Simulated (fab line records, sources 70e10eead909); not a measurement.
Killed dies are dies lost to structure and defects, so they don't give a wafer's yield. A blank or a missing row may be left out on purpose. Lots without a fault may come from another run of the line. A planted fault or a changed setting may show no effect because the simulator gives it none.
fab line records | flow nand_harc
record lots=12 wafers=35 last_day=34
route steps=1302 shown HYBRID_BOND@1242 THIN_TSV@1259 END@1302
lots that met no fault: from a run of the same line without faults
start_h: hours from the record's first day to the start of the lot's first wafer shown | wait_h: hours since the lot's step before | " the same as in the row above | L1.1+2: a row that stands for several wafers | - no value, or no start given | * or withheld: withheld | < > ~ a bound
route shown NAME@n: a module of which the file shows steps, and the number in the route of the first | usual: mean/standard deviation of fault-free wafers | same: alike in all rows | chamber/n: place in a boat | sites: the reading at each site | _std_site: their standard deviation | _edge_site: outer sites' mean less inner sites' | radius_mm: how far each site lies from the wafer's centre | mask NAME#n: copy n | behind: the tool/chamber that last shaped the wafer | hold: why the lot was held/for how many hours/how that ended | device: the transistor (n, p or np) that didn't switch | end of line: the same wafers' tests at the end of the route | a step without rows: its recipe alone | killed: dies lost to structure and defects at the first sort, not the wafer's yield | map: a wafer's dies, x killed, . not, _ none there
set.NAME: the setting as run; set.NAME@STEP: as run at that earlier step | model.NAME: the simulator's own value behind a step, which no gauge read
steps of the route over a sample of lots; a table a step, a row a wafer
services: from which hour (start_h, from the record's first day; less than 0 if before it) a tool's chamber was out of use, for how many hours, and why
## steps
# step NHARC_HYBRID_BOND_OVL_MEAS_05
# usual overlay_x_nm=-2/32 overlay_y_nm=0/33
# columns lot.wafer tool chamber start_h wait_h overlay_x_nm overlay_y_nm
L410.4 overlay-02 - 538.01 0.4 66 -56
L410.5 " - " " 11 -13
L410.6 " - " " -18 17
L411.1 overlay-02 - 552.81 0.4 -34 -45
L411.5 " - " " 26 57
L411.6 " - " " 1 28
L412.1 overlay-01 - 552.81 0.4 30 -72
L412.2 " - " " 1 80
L412.5 " - " " -8 9
L413.1 overlay-02 - 575.02 0.4 -53 -3
L413.4 " - " " -20 -13
L413.6 " - " " 50 -69
L415.1 overlay-01 - 575.02 0.4 -9 29
L415.3 " - " " -33 -11
L415.5 " - " " 24 43
L417.1 overlay-02 - 588.05 0.4 16 35
L417.3 " - " " -59 31
L417.5 " - " " -22 28
L420.2 overlay-01 - 640.19 0.4 13 -38
L420.5 " - " " -79 -37
L420.6 " - " " 15 -2
L424.3 overlay-01 - 685.62 0.4 4 30
L424.5 " - " " 12 57
L424.6 " - " " -14 17
L425.1 overlay-02 - 697.65 0.4 -82 -30
L425.5 " - " " -34 -32
L431.1 overlay-01 - 738.36 0.4 -7 -5
L431.3 " - " " -86 25
L431.6 " - " " -51 -51
L432.1 overlay-02 - 756.65 0.4 8 -14
L432.2 " - " " 7 19
L432.3 " - " " -55 -29
L433.1 overlay-02 - 796.45 0.4 42 52
L433.2 " - " " -45 -30
L433.3 " - " " 45 -11
# step NHARC_THIN_TSV_CD_MEAS_12
# recipe target_cd_nm=1000 landing_energy_ev=500
# usual cd_nm=999.4/2
# columns lot.wafer tool chamber start_h wait_h cd_nm
L410.4 cd_sem-01 0 541.83 - 997.9
L410.5 " 0 " " 996.0
L410.6 " 0 " " 995.5
L411.1 cd_sem-01 0 555.57 - 1001.6
L411.5 " 0 " " 997.7
L411.6 " 0 " " 997.0
L412.1 cd_sem-03 0 556.76 - 997.7
L412.2 " 0 " " 1002.0
L412.5 " 0 " " 997.9
L413.1 cd_sem-03 0 577.77 - 997.5
L413.4 " 0 " " 999.1
L413.6 " 0 " " 1000.6
L415.1 cd_sem-01 0 578.85 - 1001.7
L415.3 " 0 " " 999.2
L415.5 " 0 " " 1002.0
L417.1 cd_sem-01 0 590.80 - 999.2
L417.3 " 0 " " 1000.6
L417.5 " 0 " " 1003.9
L420.2 cd_sem-02 0 643.40 - 996.2
L420.5 " 0 " " 998.3
L420.6 " 0 " " 998.7
L424.3 cd_sem-02 0 688.36 - 1000.9
L424.5 " 0 " " 996.5
L424.6 " 0 " " 997.1
L425.1 cd_sem-01 0 700.41 - 1001.4
L425.5 " 0 " " 1001.8
L431.1 cd_sem-02 0 746.51 - 998.4
L431.3 " 0 " " 999.0
L431.6 " 0 " " 1000.6
L432.1 cd_sem-03 0 764.99 - 1001.8
L432.2 " 0 " " 1000.6
L432.3 " 0 " " 1001.6
L433.1 cd_sem-02 0 799.07 - 1001.3
L433.2 " 0 " " 999.8
L433.3 " 0 " " 1003.6
# step NHARC_THIN_TSV_STRIP_45
# recipe power_w=1500 temp_c=250 chemistry=O2
# usual drypump_motor_current_A=5.90/0.11 heater_power_w=303/35 rf_refl_power_W=18.6/1.5
# columns lot.wafer tool chamber start_h wait_h drypump_motor_current_A heater_power_w rf_hours_counter_h rf_refl_power_W
L410.4 plasma_asher-02 0 542.94 0.2 5.85 274 - -
L410.5 " 0 " " 5.89 274 - -
L410.6 " 1 " " 6.00 346 - -
L411.1 plasma_asher-02 1 556.61 0.1 5.99 340 27 19.6
L411.6 " 1 " " 6.00 350 - 18.6
L411.5 " 0 " " 5.85 268 - 16.3
L412.2 plasma_asher-02 1 557.83 0.1 6.01 344 27 19.7
L412.1 " 0 " " 5.85 273 27 17.1
L412.5 " 1 " " 6.00 335 - 19.4
L413.1 plasma_asher-01 0 578.82 0.1 5.93 249 10 20.3
L413.4 " 0 " " 5.94 250 - 21.0
L413.6 " 1 " " 5.70 325 - 18.8
L415.1 plasma_asher-02 1 579.93 0.1 6.01 347 33 -
L415.3 " 0 " " 5.88 275 - -
L415.5 " 1 " " 6.01 341 - -
L417.1 plasma_asher-01 0 591.87 0.1 5.91 242 13 21.0
L417.3 " 1 " " 5.68 325 - 18.3
L417.5 " 1 " " 5.69 330 - 19.5
L420.2 plasma_asher-01 1 644.44 0.1 5.70 324 24 18.7
L420.5 " 1 " " 5.70 326 - 18.8
L420.6 " 0 " " 5.96 245 - 20.7
L424.3 plasma_asher-02 1 689.48 0.2 6.00 343 - 18.5
L424.6 " 1 " " 6.02 339 - 19.1
L424.5 " 0 " " 5.86 280 - 17.5
L425.1 plasma_asher-02 1 706.65 5.3 6.00 338 17 -
L425.5 " 1 " " 6.01 336 - -
L431.1 plasma_asher-02 0 747.59 0.1 5.86 287 27 -
L431.3 " 1 " " 6.02 338 - -
L431.6 " 1 " " 6.02 341 - -
L432.2 plasma_asher-01 1 766.03 0.1 5.69 329 12 -
L432.1 " 0 " " 5.93 243 12 -
L432.3 " 0 " " 5.92 243 - -
L433.2 plasma_asher-01 0 800.16 0.1 5.92 245 19 21.3
L433.1 " 1 " " 5.70 322 19 19.9
L433.3 " 1 " " 5.71 321 - 20.1
# step NHARC_THIN_TSV_ETCHBACK_48
# recipe target_depth_a=10285 over_etch_frac=0.3 time_s=405.17 ion_energy_ev=250 c4f8_flow_sccm=withheld ar_flow_sccm=withheld rf_w=600 bias_w=300 chemistry=C4F8/Ar
# usual oes_product_au=0.95/0.031 over_etch_frac=0.3/0 rf_vpp_V=545/3.7
# columns lot.wafer tool chamber start_h wait_h oes_product_au over_etch_frac rf_hours_counter_h rf_vpp_V
L410.4 rie_diel-09 0 544.08 - 1.01 0.3 2.5 550
L410.5 " 3 " " 0.99 0.3 - 542
L410.6 " 0 " " 1.00 0.3 - 550
L411.1 rie_diel-12 1 557.85 - 0.91 0.3 3.9 552
L411.5 " 0 " " 0.91 0.3 - 543
L411.6 " 1 " " 0.92 0.3 - 551
L412.2 rie_diel-09 0 559.12 - 0.92 0.3 3.9 551
L412.1 " 1 " " 0.94 0.3 4.2 542
L412.5 " 2 " " 0.93 0.3 - 550
L413.4 rie_diel-11 0 580.01 - 1.01 0.3 8.8 543
L413.1 " 2 " " 1.00 0.3 8.2 544
L413.6 " 0 " " 1.01 0.3 - 542
L415.1 rie_diel-09 1 581.13 - 0.94 0.3 5.4 541
L415.3 " 3 " " 0.92 0.3 6.1 542
L415.5 " 0 " " 0.92 0.3 - 552
L417.1 rie_diel-12 1 593.03 - 0.97 0.3 5.8 553
L417.3 " 2 " " 0.97 0.3 5.8 549
L417.5 " 1 " " 0.97 0.3 - 552
L420.2 rie_diel-12 3 645.88 0.6 0.96 0.3 1.4 542
L420.5 " 0 " " 0.97 0.3 - 543
L420.6 " 1 " " 0.96 0.3 - 553
L424.3 rie_diel-09 0 690.65 - 0.98 0.3 0.4 551
L424.5 " 2 " " 1.02 0.3 - 550
L424.6 " 3 " " 0.97 0.16149 - 541
L425.1 rie_diel-09 2 707.87 - 0.93 0.16149 1.9 551
L425.5 " 0 " " 0.91 0.3 - 550
L431.3 rie_diel-11 2 748.75 - 0.92 0.3 8.6 544
L431.1 " 3 " " 0.92 0.3 7.5 545
L431.6 " 2 " " 0.92 0.3 - 545
L432.3 rie_diel-12 0 767.25 - 0.93 0.3 5.7 542
L432.1 " 1 " " 0.91 0.3 6.6 551
L432.2 " 2 " " 0.93 0.3 5.9 549
L433.1 rie_diel-11 1 801.40 - 0.94 0.3 0.4 547
L433.3 " 2 " " 0.95 0.3 0.7 544
L433.2 " 3 " " 0.95 0.3 0.7 543
# step NHARC_END_SORT_01
# recipe temp_c=25
# usual defect_limited_yield=91.6/2.8 killed_at_array=52/18 killed_at_other=0.6/0.83 killed_at_periphery=4.3/2.8 killed_dies=57/19 killed_open=3.4/2 killed_short=2.5/1.7 sort_bin_2_pct=3.0/1.1 sort_bin_3_pct=0.6/0.41 sort_bin_4_pct=4.7/1.6 sort_n_pass=620/19 sort_rim_yield_pct=91/3.7 sort_yield_pct=91.6/2.8
# same gross_dies=677 sort_bin_5_pct[%]=0 sort_bin_6_pct[%]=0 sort_bin_7_pct[%]=0 sort_bin_8_pct[%]=0 sort_rim_n_gross=106.00
# columns lot.wafer tool chamber start_h wait_h defect_limited_yield[%] killed_at_array killed_at_other killed_at_periphery killed_dies killed_open killed_short sort_bin_2_pct[%] sort_bin_3_pct[%] sort_bin_4_pct[%] sort_n_pass sort_rim_yield_pct[%] sort_yield_pct[%]
L410.4 prober-02 0 558.38 3.4 85.2 94 1 5 100 3 2 4.6 1.0 9.2 577 88 85.2
L410.5 prober-02 0 559.16 3.7 87.4 83 1 1 85 5 2 5.2 1.0 6.4 592 92 87.4
L410.6 prober-02 0 559.95 3.9 86.3 85 0 8 93 3 3 5.8 0.9 7.1 584 92 86.3
L411.1 prober-01 0 572.47 2.5 89.8 61 3 5 69 1 1 4.0 0.6 5.6 608 91 89.8
L411.5 prober-01 0 575.70 3.7 87.7 72 0 11 83 6 4 2.8 0.9 8.6 594 90 87.7
L411.6 prober-01 0 576.51 4.0 90.0 63 2 3 68 2 2 3.1 0.3 6.6 609 91 90.0
L412.1 prober-02 0 572.51 2.5 88.2 79 0 1 80 4 1 4.6 1.2 6.1 597 96 88.2
L412.2 prober-02 0 573.30 2.8 87.1 83 0 4 87 2 2 4.7 0.4 7.7 590 96 87.1
L412.5 prober-02 0 575.66 3.6 88.0 76 0 5 81 3 4 4.3 1.2 6.5 596 96 88.0
L413.1 prober-01 0 592.81 2.5 96.0 24 0 3 27 0 8 1.2 0 2.8 650 91 96.0
L413.4 prober-01 0 595.20 3.4 97.6 12 1 3 16 2 1 0.3 0.1 1.9 661 96 97.6
L413.6 prober-01 0 596.79 4.0 95.3 25 2 5 32 6 2 0.9 0.4 3.4 645 93 95.3
L415.1 prober-02 0 596.22 2.5 89.5 67 0 4 71 3 5 3.5 0.4 6.5 606 90 89.5
L415.3 prober-02 0 597.82 3.1 88.0 78 1 2 81 7 6 3.8 0.7 7.4 596 88 88.0
L415.5 prober-02 0 599.43 3.7 91.4 58 0 0 58 3 3 3.8 0.4 4.3 619 88 91.4
L417.1 prober-01 0 606.61 2.5 90.3 61 0 5 66 6 3 3.4 0.6 5.8 611 95 90.3
L417.3 prober-01 0 608.24 3.1 91.4 55 1 2 58 2 1 3.4 0.6 4.6 619 97 91.4
L417.5 prober-01 0 609.86 3.7 90.0 66 0 2 68 2 5 3.0 0.7 6.4 609 93 90.0
L420.2 prober-01 0 659.23 2.8 95.6 23 4 3 30 8 3 1.2 0.3 3.0 647 94 95.6
L420.5 prober-01 0 661.62 3.7 97.5 16 0 1 17 1 5 0.4 0.4 1.6 660 95 97.5
L420.6 prober-01 0 662.42 4.0 95.9 25 1 2 28 4 6 2.1 0 2.1 649 95 95.9
L424.3 prober-02 0 704.90 3.1 90.8 58 1 3 62 0 1 3.5 1.0 4.6 615 92 90.8
L424.5 prober-02 0 706.50 3.7 88.6 74 1 2 77 4 3 4.0 1.5 5.9 600 91 88.6
L424.6 prober-02 0 707.31 4.0 89.4 70 0 2 72 5 1 4.6 0.9 5.2 605 94 89.4
L425.1 prober-02 0 722.11 2.5 94.8 32 0 3 35 2 2 1.8 0.4 3.0 642 93 94.8
L425.5 prober-02 0 725.36 3.8 94.5 33 1 3 37 4 1 1.6 0.4 3.4 640 91 94.5
L431.1 prober-01 0 765.28 2.5 92.5 46 2 3 51 1 5 3.0 1.0 3.5 626 81 92.5
L431.3 prober-01 0 766.87 3.1 92.3 42 0 10 52 2 2 3.5 0.4 3.7 625 86 92.3
L431.6 prober-01 0 769.25 4.0 91.9 49 0 6 55 3 2 2.8 0.7 4.6 622 87 91.9
L432.1 prober-02 0 780.05 2.5 93.6 35 0 8 43 3 2 2.5 0.4 3.4 634 89 93.6
L432.2 prober-02 0 780.86 2.8 95.9 25 0 3 28 0 1 2.7 0.3 1.2 649 91 95.9
L432.3 prober-02 0 781.66 3.1 93.6 39 0 4 43 2 2 1.8 0.4 4.1 634 88 93.6
L433.1 prober-01 0 814.14 2.5 93.1 45 0 2 47 2 2 2.5 0.7 3.7 630 89 93.1
L433.2 prober-01 0 814.95 2.8 93.4 44 0 1 45 6 1 2.4 0.4 3.8 632 92 93.4
L433.3 prober-01 0 815.75 3.1 91.4 53 2 3 58 3 4 2.8 0.6 5.2 619 85 91.4
# killed by level:class
L410.4 A_CHANNEL_HOLE_D1:chamber_film_flake=37 A_CHANNEL_HOLE_D2:chamber_film_flake=33 A_SLIT:chamber_film_flake=14 A_STAIRCASE:chamber_film_flake=5 P_GATE:chamber_film_flake=2 A_WL_FILL:chamber_film_flake=2 P_STI:geometric_particle:short=1 P_M0:geometric_particle:open=1
L410.5 A_CHANNEL_HOLE_D1:chamber_film_flake=30 A_CHANNEL_HOLE_D2:chamber_film_flake=25 A_SLIT:chamber_film_flake=9 A_STAIRCASE:chamber_film_flake=7 A_CONTACT:chamber_film_flake=5 A_WL_FILL:geometric_particle:short=2 A_WL_FILL:chamber_film_flake=2 P_M0:geometric_particle:open=1
L410.6 A_CHANNEL_HOLE_D2:chamber_film_flake=34 A_CHANNEL_HOLE_D1:chamber_film_flake=28 A_SLIT:chamber_film_flake=15 P_GATE:chamber_film_flake=4 P_M0:geometric_particle:open=2 A_WL_FILL:chamber_film_flake=2 A_CONTACT:chamber_film_flake=2 P_M0:geometric_particle:short=1
L411.1 A_CHANNEL_HOLE_D2:chamber_film_flake=38 A_SLIT:chamber_film_flake=11 A_CHANNEL_HOLE_D1:chamber_film_flake=3 A_CONTACT:chamber_film_flake=3 THIN_TSV:chamber_film_flake=3 P_GATE:chamber_film_flake=2 P_M2:chamber_film_flake=2 A_WL_FILL:chamber_film_flake=2
L412.1 A_CHANNEL_HOLE_D1:chamber_film_flake=40 A_CHANNEL_HOLE_D2:chamber_film_flake=27 A_CONTACT:chamber_film_flake=3 A_BLC:geometric_particle:open=2 A_STAIRCASE:chamber_film_flake=2 A_DECK1_JOINT:geometric_particle:open=1 A_WL_FILL:geometric_particle:short=1 A_WL_FILL:geometric_particle:open=1
L412.2 A_CHANNEL_HOLE_D1:chamber_film_flake=39 A_CHANNEL_HOLE_D2:chamber_film_flake=27 A_CONTACT:chamber_film_flake=4 A_STAIRCASE:chamber_film_flake=3 A_CONTACT:unspecified=3 A_CHANNEL_FILL_D2:geometric_particle:short=2 A_CHANNEL_FILL_D2:chamber_film_flake=2 P_GATE:geometric_particle:open=1
L412.5 A_CHANNEL_HOLE_D2:chamber_film_flake=30 A_CHANNEL_HOLE_D1:chamber_film_flake=26 A_STAIRCASE:chamber_film_flake=5 A_CONTACT:chamber_film_flake=5 A_CHANNEL_FILL_D1:chamber_film_flake=2 P_GATE:geometric_particle:open=1 P_CONTACT:geometric_particle:short=1 A_DECK1_JOINT:geometric_particle:short=1
L411.5 A_CHANNEL_HOLE_D2:chamber_film_flake=38 A_SLIT:chamber_film_flake=15 P_GATE:chamber_film_flake=5 A_SGD_CUT:geometric_particle:short=3 A_CONTACT:chamber_film_flake=3 A_BLC:chamber_film_flake=3 P_STI:chamber_film_flake=2 P_M2:chamber_film_flake=2
L411.6 A_CHANNEL_HOLE_D2:chamber_film_flake=34 A_SLIT:chamber_film_flake=13 A_CONTACT:chamber_film_flake=7 A_STAIRCASE:chamber_film_flake=3 P_ZERO_WELL:chamber_film_flake=2 A_CHANNEL_HOLE_D1:chamber_film_flake=2 THIN_TSV:chamber_film_flake=2 P_M0:geometric_particle:short=1
L413.1 A_STAIRCASE:chamber_film_flake=5 A_CHANNEL_HOLE_D2:chamber_film_flake=4 A_CONTACT:chamber_film_flake=4 A_ONON_D2:geometric_particle:short=3 A_CHANNEL_HOLE_D1:chamber_film_flake=3 P_STI:chamber_film_flake=2 P_M0:geometric_particle:short=1 A_ONON_D1:geometric_particle:short=1
L413.4 A_STAIRCASE:chamber_film_flake=6 A_CHANNEL_HOLE_D2:chamber_film_flake=3 P_GATE:chamber_film_flake=2 P_CONTACT:geometric_particle:open=1 A_SGD_CUT:geometric_particle:open=1 STARTING-WAFER:geometric_particle:short=1 A_CHANNEL_FILL_D1:chamber_film_flake=1 A_CONTACT:chamber_film_flake=1
L415.1 A_CHANNEL_HOLE_D2:chamber_film_flake=37 A_SLIT:chamber_film_flake=19 A_CONTACT:chamber_film_flake=3 P_GATE:geometric_particle:short=2 A_STAIRCASE:chamber_film_flake=2 P_GATE:geometric_particle:open=1 A_ONON_D2:geometric_particle:short=1 A_CHANNEL_HOLE_D2:geometric_particle:short=1
L413.6 A_STAIRCASE:chamber_film_flake=7 A_CHANNEL_HOLE_D2:chamber_film_flake=6 A_CONTACT:chamber_film_flake=3 P_M0:geometric_particle:open=2 A_M0:geometric_particle:open=2 A_CHANNEL_HOLE_D1:chamber_film_flake=2 A_SLIT:chamber_film_flake=2 THIN_TSV:chamber_film_flake=2
L415.3 A_CHANNEL_HOLE_D2:chamber_film_flake=43 A_SLIT:chamber_film_flake=14 A_CHANNEL_HOLE_D1:geometric_particle:open=2 A_CHANNEL_HOLE_D2:geometric_particle:short=2 P_GATE:chamber_film_flake=2 A_CHANNEL_HOLE_D1:chamber_film_flake=2 A_CONTACT:chamber_film_flake=2 A_ONON_D1:geometric_particle:short=1
L415.5 A_CHANNEL_HOLE_D2:chamber_film_flake=30 A_SLIT:chamber_film_flake=15 A_STAIRCASE:chamber_film_flake=3 A_SGD_CUT:chamber_film_flake=2 A_ONON_D1:geometric_particle:short=1 A_CHANNEL_HOLE_D1:geometric_particle:short=1 A_CHANNEL_HOLE_D1:geometric_particle:open=1 A_CHANNEL_FILL_D1:geometric_particle:short=1
L417.1 A_CHANNEL_HOLE_D1:chamber_film_flake=34 A_CHANNEL_HOLE_D2:chamber_film_flake=10 A_STAIRCASE:chamber_film_flake=4 A_CONTACT:chamber_film_flake=4 P_GATE:geometric_particle:open=2 P_M0:geometric_particle:open=1 A_ONON_D1:geometric_particle:open=1 A_ONON_D2:geometric_particle:short=1
L417.3 A_CHANNEL_HOLE_D1:chamber_film_flake=34 A_CHANNEL_HOLE_D2:chamber_film_flake=11 A_STAIRCASE:chamber_film_flake=3 P_GATE:chamber_film_flake=2 A_CONTACT:chamber_film_flake=2 A_CHANNEL_HOLE_D1:geometric_particle:open=1 A_DECK1_JOINT:geometric_particle:short=1 A_ONON_D2:geometric_particle:open=1
L417.5 A_CHANNEL_HOLE_D1:chamber_film_flake=33 A_CHANNEL_HOLE_D2:chamber_film_flake=8 A_SLIT:chamber_film_flake=7 A_CONTACT:chamber_film_flake=5 A_ZERO_WELL:chamber_film_flake=4 A_ONON_D2:geometric_particle:short=3 A_ONON_D1:geometric_particle:short=2 P_GATE:geometric_particle:open=1
L420.2 A_CHANNEL_HOLE_D1:chamber_film_flake=4 A_CHANNEL_HOLE_D2:chamber_film_flake=4 THIN_TSV:chamber_film_flake=4 A_CONTACT:chamber_film_flake=3 A_ONON_D1:geometric_particle:open=2 P_CONTACT:geometric_particle:short=1 A_CHANNEL_HOLE_D1:geometric_particle:open=1 A_CHANNEL_FILL_D1:geometric_particle:open=1
L420.5 A_CHANNEL_HOLE_D1:chamber_film_flake=5 A_CHANNEL_FILL_D2:geometric_particle:short=2 A_STAIRCASE:chamber_film_flake=2 A_CONTACT:chamber_film_flake=2 A_CHANNEL_FILL_D1:geometric_particle:short=1 A_ONON_D2:geometric_particle:open=1 A_CHANNEL_HOLE_D2:geometric_particle:short=1 P_CONTACT:unspecified:short=1
L420.6 A_CHANNEL_HOLE_D1:chamber_film_flake=5 A_CONTACT:chamber_film_flake=5 A_SLIT:chamber_film_flake=3 A_ONON_D2:geometric_particle:short=2 A_CHANNEL_FILL_D1:chamber_film_flake=2 P_M2:geometric_particle:open=1 A_ONON_D1:geometric_particle:short=1 A_CHANNEL_HOLE_D1:geometric_particle:open=1
L424.3 A_CHANNEL_HOLE_D1:chamber_film_flake=36 A_CHANNEL_HOLE_D2:chamber_film_flake=9 A_CONTACT:chamber_film_flake=8 P_M2:chamber_film_flake=3 A_STAIRCASE:chamber_film_flake=2 A_SLIT:chamber_film_flake=2 A_ONON_D2:geometric_particle:short=1 THIN_TSV:chamber_film_flake=1
L424.5 A_CHANNEL_HOLE_D1:chamber_film_flake=32 A_CHANNEL_HOLE_D2:chamber_film_flake=17 A_CONTACT:chamber_film_flake=7 A_SLIT:chamber_film_flake=5 A_STAIRCASE:chamber_film_flake=3 P_M2:chamber_film_flake=2 A_ZERO_WELL:chamber_film_flake=2 A_CHANNEL_HOLE_D1:geometric_particle:short=1
L424.6 A_CHANNEL_HOLE_D1:chamber_film_flake=37 A_CHANNEL_HOLE_D2:chamber_film_flake=13 A_CONTACT:chamber_film_flake=7 A_ONON_D1:geometric_particle:open=2 A_ZERO_WELL:chamber_film_flake=2 A_SLIT:chamber_film_flake=2 A_ONON_D2:geometric_particle:open=1 A_CHANNEL_FILL_D2:geometric_particle:open=1
L425.1 A_SLIT:chamber_film_flake=20 A_M0:chamber_film_flake=4 A_CONTACT:chamber_film_flake=3 A_WL_FILL:chamber_film_flake=2 P_CONTACT:geometric_particle:open=1 P_M0:geometric_particle:open=1 A_WL_FILL:geometric_particle:short=1 A_CONTACT:geometric_particle:short=1
L425.5 A_SLIT:chamber_film_flake=14 A_CONTACT:chamber_film_flake=7 A_CHANNEL_HOLE_D1:chamber_film_flake=3 A_CHANNEL_FILL_D2:chamber_film_flake=3 A_CHANNEL_FILL_D2:geometric_particle:open=2 P_M0:geometric_particle:open=1 A_ONON_D1:geometric_particle:short=1 A_ONON_D2:geometric_particle:open=1
L431.1 A_SLIT:chamber_film_flake=17 A_CHANNEL_HOLE_D1:chamber_film_flake=8 A_STAIRCASE:chamber_film_flake=5 A_M1:chamber_film_flake=4 A_SGD_CUT:chamber_film_flake=3 A_CHANNEL_HOLE_D2:chamber_film_flake=2 P_M0:geometric_particle:open=1 A_ONON_D1:geometric_particle:short=1
L431.3 A_SLIT:chamber_film_flake=17 A_STAIRCASE:chamber_film_flake=11 P_M1:chamber_film_flake=5 A_CHANNEL_HOLE_D1:chamber_film_flake=4 A_M1:chamber_film_flake=3 P_STI:chamber_film_flake=2 A_SGD_CUT:chamber_film_flake=2 P_M0:geometric_particle:open=1
L431.6 A_SLIT:chamber_film_flake=14 A_STAIRCASE:chamber_film_flake=9 A_CHANNEL_HOLE_D1:chamber_film_flake=8 P_M1:chamber_film_flake=5 A_M1:chamber_film_flake=5 A_WL_FILL:chamber_film_flake=3 A_CONTACT:chamber_film_flake=3 A_BLC:geometric_particle:open=2
L432.1 A_CHANNEL_HOLE_D2:chamber_film_flake=13 A_SLIT:chamber_film_flake=13 P_GATE:chamber_film_flake=6 A_CONTACT:chamber_film_flake=3 P_M0:geometric_particle:open=1 P_M1:geometric_particle:short=1 A_CHANNEL_HOLE_D1:geometric_particle:open=1 A_WL_FILL:geometric_particle:short=1
L432.2 A_SLIT:chamber_film_flake=14 A_CHANNEL_HOLE_D2:chamber_film_flake=4 P_GATE:chamber_film_flake=2 A_STAIRCASE:chamber_film_flake=2 A_CONTACT:chamber_film_flake=2 A_BLC:geometric_particle:short=1 P_STI:chamber_film_flake=1 A_CHANNEL_HOLE_D1:chamber_film_flake=1
L432.3 A_SLIT:chamber_film_flake=12 A_CHANNEL_HOLE_D2:chamber_film_flake=11 A_CONTACT:chamber_film_flake=5 A_STAIRCASE:chamber_film_flake=5 P_GATE:chamber_film_flake=3 A_CHANNEL_HOLE_D1:chamber_film_flake=2 P_CONTACT:geometric_particle:open=1 A_DECK1_JOINT:geometric_particle:short=1
L433.1 A_CHANNEL_HOLE_D2:chamber_film_flake=13 A_CONTACT:chamber_film_flake=12 A_SLIT:chamber_film_flake=9 A_CHANNEL_HOLE_D1:chamber_film_flake=6 P_M1:geometric_particle:open=1 A_ONON_D1:geometric_particle:open=1 A_CHANNEL_FILL_D1:geometric_particle:short=1 A_M0:geometric_particle:short=1
L433.2 A_CHANNEL_HOLE_D2:chamber_film_flake=13 A_SLIT:chamber_film_flake=9 A_CONTACT:chamber_film_flake=7 A_CHANNEL_HOLE_D1:chamber_film_flake=4 A_BLC:geometric_particle:open=2 A_DECK1_JOINT:chamber_film_flake=2 A_CHANNEL_FILL_D1:geometric_particle:short=1 A_DECK1_JOINT:geometric_particle:open=1
L433.3 A_CHANNEL_HOLE_D2:chamber_film_flake=15 A_SLIT:chamber_film_flake=13 A_CONTACT:chamber_film_flake=12 A_CHANNEL_HOLE_D1:chamber_film_flake=6 A_ONON_D1:geometric_particle:open=2 A_ONON_D1:geometric_particle:short=2 P_ZERO_WELL:chamber_film_flake=2 THIN_TSV:chamber_film_flake=2
## services
# columns tool chamber start_h hours kind
plasma_asher-01 - 519.26 9.0 pm
plasma_asher-02 - 540.91 1.5 repair
rie_diel-09 - 543.61 0.3 repair
rie_diel-09 2 580.55 15.0 repair
plasma_asher-02 - 603.00 9.0 pm
rie_diel-11 1 607.60 2.4 repair
rie_diel-11 - 609.50 9.0 pm
rie_diel-12 - 622.40 9.0 pm
plasma_asher-01 - 623.38 3.7 repair
rie_diel-09 0 632.13 6.3 repair
rie_diel-09 2 634.15 4.1 repair
rie_diel-11 2 637.09 4.7 repair
plasma_asher-01 - 650.55 1.5 repair
plasma_asher-02 - 665.41 8.3 repair
rie_diel-09 - 674.10 9.0 pm
rie_diel-12 0 692.26 21.1 repair
plasma_asher-01 - 692.71 3.8 repair
plasma_asher-01 - 696.53 9.0 pm
rie_diel-09 - 717.68 0.3 repair
rie_diel-12 0 739.12 6.1 repair
plasma_asher-01 - 740.92 4.0 repair
plasma_asher-02 - 780.61 9.0 pm
rie_diel-09 1 798.38 2.4 repair
rie_diel-12 - 799.40 9.0 pm
## key
first_sign step=NHARC_THIN_TSV_ETCHBACK_48 reading=over_etch_frac direction=down sigmas=99+ usual=0.3 struck=0.16149
effect none on later readings
met_at NHARC_THIN_TSV_ETCHBACK_48
struck_lots L424,L425
struck_wafers L424.6,L425.1
not_acting_at NHARC_HYBRID_BOND_OVL_MEAS_05,NHARC_THIN_TSV_CD_MEAS_12,NHARC_THIN_TSV_STRIP_45
onset_between 581.13 690.65
fault kind=process_parameter_drift tool=rie_diel-09 chamber=- onset_h=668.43 steps=NHARC_THIN_TSV_ETCHBACK_48 channel=over_etch_frac offset=-0.13851 shape=step end_h=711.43 scope=struck_wafers_only acts_in=these_recipes_only stated=0.3
